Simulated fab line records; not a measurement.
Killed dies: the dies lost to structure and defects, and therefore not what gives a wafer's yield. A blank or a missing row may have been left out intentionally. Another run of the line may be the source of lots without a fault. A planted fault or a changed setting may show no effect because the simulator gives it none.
Problem report in the 8D (eight disciplines) form, filled by code ; flow nand_harc ; the parts of the form that need people (team, actions taken, sign-off) are left out

1. WHAT IS WRONG
At NHARC_A_WL_FILL_ETCHBACK_17, oes_product_au averages 0.847 a.u. over 3 wafers from 3 lots, while fault-free wafers read 1.004 a.u., standard deviation 0.01. Relative to the usual mean, that is a shift of -16 standard deviations.
The step: etches the open film in Cl2/BCl3, target depth 4 nm, time 26.7 s.
First observed at day 27 04:40: wafer L269.6, on rie_metal-02. The record holds 37 wafers of 13 lots with a number at this step. Rule for "out" (also "out of limits"): further than 4 standard deviations from the usual mean. Any other wafer with a number is counted as sound.

2. WHAT IT IS, WHAT IT ISN'T
question;is;is not
which readings at this step;oes_product_au;drypump_motor_current_A
which lots;L269, L272, L273;L255, L256, L257, L259, L262, L263, L265, L275, L276, L278
which wafers of those lots;L269.6, L272.6, L273.2;L269.5, L272.1, L273.1, L273.3
read on which tools;rie_metal-02;rie_metal-01, rie_metal-03
when;from day 27 04:40;"up to then (22 sound wafers); but 12 sound wafers of L272, L273, L275, L276, L278 came after"

3. SUSPECTS, AND WHAT RULES EACH OUT
Counting: a tool at a process step up to the reading stays a suspect if it ran every lot that is out. Sound lots after the first of them don't rule it out here, since some wafers of a struck lot are sound.
- rie_metal-02 at NHARC_A_WL_FILL_ETCHBACK_17 (etches the open film in Cl2/BCl3, target depth 4 nm, time 26.7 s): kept. Every lot that is out went through it, the first being L269 (day 27 04:40); the last sound lot it ran before that was L265 (day 25 22:15). Its own oes_product_au readings are out on those wafers.
Remaining after the count: rie_metal-02 at NHARC_A_WL_FILL_ETCHBACK_17.

4. THE CAUSE (what the simulator had put in)
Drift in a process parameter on rie_metal-02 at NHARC_A_WL_FILL_ETCHBACK_17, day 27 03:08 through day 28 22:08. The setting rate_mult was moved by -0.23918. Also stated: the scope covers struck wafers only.
Only this tool survived the counting.

5. THE EFFECT CHAIN, in route order
Rows list readings where the struck wafers' mean (over those with a number) sits beyond 3 standard deviations from the usual. Only readings for which the record gives a usual standard deviation are gone through. hours: the time from each lot's start at the first step in this table that gives one to its start at this step, as a median over the lots. sigmas: the change in usual standard deviations.
hours;step;reading;usual;on struck wafers;change;sigmas
0;NHARC_A_WL_FILL_ETCHBACK_17;oes_product_au;1.004 a.u.;0.847;-0.157;-16
92;NHARC_END_SORT_01;killed_at_other;1.1;5.0;+3.9;+3.2
The process steps in it:
- NHARC_A_WL_FILL_ETCHBACK_17: etches the open film in Cl2/BCl3, target depth 4 nm, time 26.7 s.

6. WHAT WOULD HAVE CAUGHT IT SOONER
The fault began at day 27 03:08; the first out-of-limits reading in this record came at day 27 04:40, 2 hours later.
